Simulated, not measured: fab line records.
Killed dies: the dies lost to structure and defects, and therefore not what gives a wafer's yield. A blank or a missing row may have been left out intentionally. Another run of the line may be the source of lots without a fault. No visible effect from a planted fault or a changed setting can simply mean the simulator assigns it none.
Chamber matching	flow n5-finfet	4 sister chambers for N5_FIN_CUT_ETCH_20 on rie-diel-04
The step etches SiARC in CF4, target depth 26 nm, time 43.3 s. 8 wafers are shown with their chamber, then 8 later ones without.

== EACH WAFER AND ITS CHAMBER ==
wafer	chamber	showerhead-plenum-p-Torr (Torr)	drypump-motor-current-A (A)
L077.1	1	2.24	6.0
L077.3	0	2.06	6.3
L077.5	0	2.06	6.3
L082.2	3	2.23	5.9
L088.2	2	2.15	5.4
L088.3	3	2.23	5.9
L088.5	1	2.23	6.1
L091.1	2	2.14	5.4

== WAFERS WITH NO CHAMBER GIVEN ==
wafer	showerhead-plenum-p-Torr (Torr)	drypump-motor-current-A (A)
L091.3	2.23	6.0
L091.6	2.22	5.9
L094.2	2.14	5.4
L094.5	2.14	5.4
L094.6	2.22	5.9
L096.4	2.22	6.0
L096.5	2.05	6.4
L096.6	2.22	6.0

== EACH ONE'S CHAMBER ==
wafer	from the rows above	in truth
L091.3	can't be placed: 1 or 3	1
L091.6	3	3
L094.2	2	2
L094.5	2	2
L094.6	3	3
L096.4	can't be placed: 1 or 3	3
L096.5	0	0
L096.6	can't be placed: 1 or 3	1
Correct placement for 5 of the 8. Cannot be placed on the basis of these rows: 3; the candidates contain the true chamber in 3. 0 placed wrongly.
How it was worked out, from the rows above alone: a wafer's distance from a chamber is the root of the sum, over the readings, of the square of ((its reading less the chamber's mean) divided by the reading's scatter). If the next closest chamber is less than 2 further off than the closest, the wafer can't be placed; otherwise it belongs to the closest. Each chamber's mean is taken over the wafers shown for it. The scatter: the root of (the sum of the squares of (reading less its chamber's mean) over the shown wafers, divided by (wafers less chambers)).
